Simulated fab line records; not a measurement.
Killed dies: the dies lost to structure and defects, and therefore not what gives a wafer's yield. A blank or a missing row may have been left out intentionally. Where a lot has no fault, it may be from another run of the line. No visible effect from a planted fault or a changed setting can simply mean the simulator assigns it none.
Matching of chambers || flow n5 finfet || 4 sister chambers for N5_SDB_CUT_ETCH_26 on rie si-02
The step etches Si in HBr/Cl2/O2, target depth 129.6 nm, bt time 20 s, time 51.8 s. 4 wafers are shown with their chamber, then 9 later ones without.

## EACH WAFER AND ITS CHAMBER
{"wafer": "L083.3", "chamber": 3, "throttle valve pct (%)": 37.4}
{"wafer": "L084.3", "chamber": 2, "throttle valve pct (%)": 36.3}
{"wafer": "L084.5", "chamber": 0, "throttle valve pct (%)": 37.5}
{"wafer": "L084.6", "chamber": 1, "throttle valve pct (%)": 37.0}

## WAFERS MISSING THEIR CHAMBER
{"wafer": "L093.1", "throttle valve pct (%)": 37.5}
{"wafer": "L093.2", "throttle valve pct (%)": 36.9}
{"wafer": "L093.6", "throttle valve pct (%)": 36.3}
{"wafer": "L094.1", "throttle valve pct (%)": 37.0}
{"wafer": "L094.2", "throttle valve pct (%)": 37.4}
{"wafer": "L094.6", "throttle valve pct (%)": 37.0}
{"wafer": "L095.2", "throttle valve pct (%)": 37.5}
{"wafer": "L095.3", "throttle valve pct (%)": 37.4}
{"wafer": "L095.6", "throttle valve pct (%)": 37.5}

## EACH ONE'S CHAMBER
{"wafer": "L093.1", "from the rows above": 0, "in truth": 0}
{"wafer": "L093.2", "from the rows above": 1, "in truth": 1}
{"wafer": "L093.6", "from the rows above": 2, "in truth": 2}
{"wafer": "L094.1", "from the rows above": 1, "in truth": 1}
{"wafer": "L094.2", "from the rows above": 3, "in truth": 3}
{"wafer": "L094.6", "from the rows above": 1, "in truth": 1}
{"wafer": "L095.2", "from the rows above": 0, "in truth": 0}
{"wafer": "L095.3", "from the rows above": 3, "in truth": 3}
{"wafer": "L095.6", "from the rows above": 0, "in truth": 0}
Correctly placed: 9 of 9. Number that these rows cannot place: 0. Number placed wrongly: 0.
How it was worked out, from the rows above alone: a wafer's distance from a chamber is the root of the sum, over the readings, of the square of ((its reading less the chamber's mean) divided by the reading's scatter). The wafer belongs to the nearest chamber; if the next one is less than 2 further off, it can't be placed. A chamber's mean is the mean of its shown wafers. The scatter: with one shown wafer a chamber, the root of the mean of the squares of how far each hidden wafer lies from its nearest shown one.
